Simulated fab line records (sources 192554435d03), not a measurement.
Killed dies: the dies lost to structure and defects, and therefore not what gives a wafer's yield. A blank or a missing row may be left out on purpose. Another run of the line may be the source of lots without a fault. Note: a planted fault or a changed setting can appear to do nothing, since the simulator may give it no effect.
Chamber matching ; flow n5-finfet ; N5_FIN_SAQP_PECVD_48 on pecvd-04: 3 sister chambers
The step deposits SiNx from SiH4/NH3/N2, target thk 25 nm, time 22.1 s. 6 wafers are shown with their chamber, then 11 later ones without.

## WAFERS, EACH WITH ITS CHAMBER
wafer;chamber;throttle-valve-pct (%);showerhead-vpp-V (V)
L082.3;2;36.6;1051
L083.6;0;38.4;1017
L084.1;0;38.6;1017
L084.3;2;36.9;1060
L084.6;1;37.6;1069
L085.2;1;37.2;1083

## WAFERS WHOSE CHAMBER IS MISSING
wafer;throttle-valve-pct (%);showerhead-vpp-V (V)
L085.5;36.8;1054
L085.6;38.5;1006
L091.3;37.0;1060
L091.4;37.3;1089
L091.6;38.3;1032
L094.1;38.6;1028
L094.2;37.4;1066
L094.3;36.9;1060
L096.1;37.4;1072
L096.3;36.8;1062
L096.4;38.3;1035

## CHAMBER TAKEN BY EACH
wafer;from the rows above;in truth
L085.5;2;2
L085.6;0;0
L091.3;can't be placed: 2 or 1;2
L091.4;1;1
L091.6;0;0
L094.1;0;0
L094.2;can't be placed: 1 or 2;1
L094.3;2;2
L096.1;1;1
L096.3;2;2
L096.4;0;0
9 of 11 placed correctly. Can't be placed from these rows: 2 (the true chamber is among the candidates in 2). 0 placed wrongly.
How it was worked out, from the rows above alone: a wafer's distance from a chamber is the root of the sum, over the readings, of the square of ((its reading less the chamber's mean) divided by the reading's scatter). The wafer belongs to the nearest chamber; if the next one is less than 2 further off, it can't be placed. The mean given for a chamber averages the wafers shown for that chamber. The scatter: take each reading less its chamber's mean, square it, sum over the shown wafers, divide by the number of wafers less the number of chambers, and take the root.
